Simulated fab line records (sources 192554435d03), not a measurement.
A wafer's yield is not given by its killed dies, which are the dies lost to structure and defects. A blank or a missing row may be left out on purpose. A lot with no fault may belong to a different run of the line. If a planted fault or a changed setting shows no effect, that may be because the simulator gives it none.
Comparing a struck lot with a sound one :: flow n5 finfet :: 18 out of 1938 route steps
Sound: wafers L707.2, L707.4, L707.6. Wafers L701.1, L701.4, L701.6 were the ones struck. At the end, the cause is stated.
For every step that has rows: the tool of each side, followed by ch and its chambers, followed by its first start. Under that, the readings that differ: sound wafers :: struck wafers :: difference of the means :: sigmas: that difference in standard deviations of wafers without a fault.
alike: words and numbers the same on both sides, and readings whose means are apart by under 2 such deviations; not compared: readings that were withheld, readings missing a value for some wafer, numbers with overlapping values and no deviation given by the record, and bounds like >300 which may hide the same value.
Wherever a step has rows on one side only, a row that says differs or no value, or a row with sigmas, the two part there. Numbers that don't overlap but have no deviation are shown without sigmas and don't part them. A reading that every wafer of one side lacks parts them only if that side has two wafers or more.

N5_BEOL_M0_SAQP_SPACER1_ETCHBACK_99: etches SiO2 in CHF3/O2, target depth 15.4 nm, time 7.7 s.
  sound on rie diel-01 ch 0,2,3, day 9 21:49; struck on rie diel-04 ch 2,3, day 8 11:09
  alike: drypump motor current A, oes product au, rf vpp V, showerhead plenum p Torr, throttle valve pct
  not compared: rf hours counter h
N5_BEOL_M0_SAQP_MANDREL1_REMOVE_100: chemistry HBr/Cl2/O2, target a-Si, stops on SiNx, bt time 10 s.
  sound on rie si-06 ch 0,1,3, day 9 21:54; struck on rie si-02 ch 1,2, day 8 11:14
  alike: drypump motor current A, oes product au, throttle valve pct
  not compared: rf hours counter h
N5_BEOL_M0_SAQP_CD_MEAS_25: the cd target is 13.1 nm.
  sound on cd sem-01 ch 0, day 9 22:01; struck on cd sem-02 ch 0, day 8 11:20
  alike: cd nm
N5_BEOL_M0_SAQP_ETCH_101: etches SiNx in CH3F/O2, target depth 29.9 nm, time 42.7 s.
  sound on rie diel-04 ch 0,2,3, day 9 22:07; struck on rie diel-06 ch 0,2, day 8 11:23
  alike: drypump motor current A, oes product au, rf vpp V, showerhead plenum p Torr, throttle valve pct
  not compared: rf hours counter h
then, 6 steps without rows for these wafers: N5_BEOL_M0_SAQP_ETCH_102 (etches SiO2 in CF4, target depth 4 nm, time 4.4 s); N5_BEOL_M0_SAQP_MANDREL_ETCH_103 (etches a-Si in HBr/Cl2, stops on SiCN, target depth 45 nm, bt time 10 s, time 27 s); N5_BEOL_M0_SAQP_RECESS_104 (chemistry HF/NH3, target SiO2, target depth 18 nm, afs cycles 3, sublimation time 60 s); N5_BEOL_M0_SAQP_COAT_105 (time 60 s, resist thk 100 nm); N5_BEOL_M0_SAQP_ETCH_106 (etches SOC in N2/H2, stops on SiNx, target depth 150 nm); N5_BEOL_M0_SAQP_ETCH_107 (etches SiNx in CH3F/O2, target depth 30 nm).
N5_BEOL_M0_SAQP_STRIP_108: strips in N2/H2.
  sound on rie diel-01 ch 1,2,3, day 9 22:55; struck on rie diel-01 ch 0,3, day 8 12:09
  alike: drypump motor current A, oes product au, rf vpp V, showerhead plenum p Torr, throttle valve pct
  not compared: rf hours counter h
N5_BEOL_M0_SAQP_RECESS_109: chemistry HF/NH3, target SiO2, target depth 3 nm, afs cycles 1, sublimation time 60 s.
  sound on vapor etch-01 ch 0,1, day 9 22:59; struck on vapor etch-02 ch 1, day 8 12:13
reading: drypump motor current A (A)
sound: 5.70 5.54 5.71
struck: 6.08 6.10 6.10
difference: +0.44
sigmas: +2
N5_BEOL_M0_SAQP_SPACER2_ALD_26: deposits SiO2, target thk 15 nm, pulse time 1 s, purge time 2 s.
  sound on ald sin-04 ch 0,2, day 9 23:34; struck on ald sin-02 ch 0,2,3, day 8 14:26
  no value came back on the struck wafers for chamber pressure Torr (Torr), co reactant purge time s (s), heater power w (W), precursor pulse height rel; on the sound wafers chamber pressure Torr (Torr) reads 2.000 1.999 1.992
  not compared: since wet clean h
then, 1 step without rows for these wafers: N5_BEOL_M0_SAQP_SPACER2_ETCHBACK_27 (etches SiO2 in CHF3/O2, target depth 22.5 nm, time 11.25 s).
N5_BEOL_M0_SAQP_MANDREL2_REMOVE_110: chemistry HBr/Cl2/O2, target a-Si, stops on SiCN, bt time 10 s.
  sound on rie si-02 ch 0,2,3, day 10 00:11; struck on rie si-06 ch 0,2,3, day 8 15:05
reading: model.BEOL_M0_SAQP.cd nm (nm)
sound: 15 15 15
struck: 12.8 13 13
difference: -2.1
sigmas: 
  alike: drypump motor current A, oes product au, throttle valve pct
  not compared: rf hours counter h
N5_BEOL_M0_SAQP_CD_MEAS_29: the cd target is 14.4 nm.
  sound on cd sem-03 ch 0, day 10 00:19; struck on cd sem-02 ch 0, day 8 15:11
reading: cd nm (nm)
sound: 15.20 15.04 15.13
struck: - - -
difference: no value on the struck wafers
sigmas: 
then, 1 step without rows for these wafers: N5_BEOL_M0_SAQP_COAT_69 (time 60 s, resist thk 90 nm).
N5_BEOL_M4_RC_MEAS_101:
  the record has rows for the sound wafers here (prober-01 ch 0, day 12 06:01) and none for the struck ones

## WHERE THEY PART
Last at N5_BEOL_M4_RC_MEAS_101 as far as this record goes, first at N5_BEOL_M0_SAQP_RECESS_109.

WHY: the cause the simulator had injected
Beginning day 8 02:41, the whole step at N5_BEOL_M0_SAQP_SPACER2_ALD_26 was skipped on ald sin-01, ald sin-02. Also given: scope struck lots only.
